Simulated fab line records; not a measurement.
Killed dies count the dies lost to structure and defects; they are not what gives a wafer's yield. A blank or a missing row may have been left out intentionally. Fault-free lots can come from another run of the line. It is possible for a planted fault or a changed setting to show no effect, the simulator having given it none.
Struck lot and sound lot, side by side :: flow n5-finfet :: 17 out of 1938 route steps
Sound: these wafers, L730.1, L730.5, L730.6. Struck: wafers L746.4, L746.5 (left out: L746.6, a lot-mate that was not struck); the cause follows at the end.
For every step that has rows: the tool of each side, followed by ch and its chambers, followed by its first start. Under that, the readings that differ: sound wafers :: struck wafers :: difference of the means :: sigmas: that difference in standard deviations of wafers without a fault.
alike: same words and numbers on both sides, and readings whose means sit less than 2 such deviations apart. not compared: any withheld reading, any reading some wafer has no value for, any bound like >300 that may hide the same value, and any number with overlapping values for which the record gives no deviation.
A row with sigmas, a row that says differs or no value, or rows on one side alone: a step with any of these is where the two part. Numbers that don't overlap but have no deviation are shown without sigmas and don't part them. A reading that every wafer of one side lacks parts them only if that side has two wafers or more.

N5_FIN_SAQP_PECVD_47: deposits a-Si from SiH4/He, target thk 45 nm, time 36.3 s.
  sound on pecvd-01 ch 1,2, day 1 20:30; struck on pecvd-03 ch 1,2, day 5 20:59
reading: throttle-valve-pct (%)
sound: 20.4 20.1 20.5
struck: 17.7 17.5
difference: -2.7
sigmas: -2
  alike: heater-power-w, rf-fwd-power-W, showerhead-plenum-p-Torr
N5_FIN_SAQP_PECVD_48: deposits SiNx from SiH4/NH3/N2, target thk 25 nm, time 22.1 s.
  sound on pecvd-01 ch 1,2, day 1 20:32; struck on pecvd-03 ch 1,2, day 5 21:02
reading: throttle-valve-pct (%)
sound: 45.5 44.3 45.0
struck: 39.1 37.3
difference: -6.7
sigmas: -2
  alike: heater-power-w, rf-fwd-power-W, showerhead-plenum-p-Torr
N5_FIN_SAQP_PECVD_06: deposits a-Si from SiH4/He, target thk 60 nm, time 48.1 s.
  sound on pecvd-01 ch 1,2, day 1 20:35; struck on pecvd-03 ch 1,2, day 5 21:05
reading: heater-power-w (W)
sound: 713 757 716
struck: 897 845
difference: +142
sigmas: +2

reading: throttle-valve-pct (%)
sound: 20.7 20.1 20.8
struck: 17.9 17.0
difference: -3.1
sigmas: -2
  alike: rf-fwd-power-W, showerhead-plenum-p-Torr
N5_FIN_SAQP_THK_MEAS_07:
  sound on film-metro-01, day 1 20:40; struck on film-metro-01, day 5 21:08
  alike: thk-nm
N5_FIN_SAQP_HM_DEP_72: deposits SiO2 from SiH4/N2O, target thk 12 nm, time 7.2 s.
  sound on pecvd-02 ch 0,1,2, day 1 20:43; struck on pecvd-01 ch 1,2, day 5 21:12
  alike: heater-power-w, rf-fwd-power-W, showerhead-plenum-p-Torr
then, 7 steps without rows for these wafers: N5_FIN_SAQP_COAT_49 (time 60 s, resist thk 100 nm); N5_FIN_SAQP_COAT_50 (time 60 s, resist thk 35 nm); N5_FIN_SAQP_COAT_10 (resist thk 90 nm); N5_FIN_SAQP_EBR_12; N5_FIN_SAQP_SOFTBAKE_11 (time 60 s); N5_FIN_SAQP_EXPOSE_13 (exposes mask FIN CORE, target cd 35.6 nm); N5_FIN_SAQP_PEB_14 (peb time 60 s).
N5_FIN_SAQP_DEVELOP_15: develop time 30 s.
  sound on litho-track-02 ch 0, day 1 20:59; struck on litho-track-05 ch 0, day 5 21:35
N5_FIN_SAQP_CD_MEAS_16: target cd 35.6 nm.
  sound on cd-sem-02 ch 0, day 1 21:02; struck on cd-sem-03 ch 0, day 5 21:40
reading: cd-nm (nm)
sound: 35.9 36.2 35.7
struck: 34.7 34.8
difference: -1.2
sigmas: -4
N5_FIN_SAQP_OVL_MEAS_17:
  sound on overlay-02 ch 0, day 1 21:05; struck on overlay-01 ch 0, day 5 21:41
  alike: FIN_CORE_OVL
-- a jump in the record: the struck wafers' starts before and after are 6 days apart (it breaks off in module FIN_SAQP and resumes in module BEOL_M4, where the first step shown is number 1111 of the route) --
N5_BEOL_M4_RC_MEAS_101:
  sound on prober-02 ch 0, day 8 03:52; struck on prober-01 ch 0, day 12 00:11
  alike: DIBL_N, DIBL_P, IOFF_N, IOFF_P, ION_N, ION_P, SS_N, SS_P, VT_N, VT_P
following that, these wafers have no rows for 1 step: N5_PASSIVATION_PROBE_49.

WHERE THEY PART
At N5_FIN_SAQP_PECVD_47 first; at N5_FIN_SAQP_CD_MEAS_16 last (within this record only). Later steps at which nothing parts them and some readings are alike: N5_FIN_SAQP_OVL_MEAS_17, N5_BEOL_M4_RC_MEAS_101.

WHY: whatever the simulator had introduced
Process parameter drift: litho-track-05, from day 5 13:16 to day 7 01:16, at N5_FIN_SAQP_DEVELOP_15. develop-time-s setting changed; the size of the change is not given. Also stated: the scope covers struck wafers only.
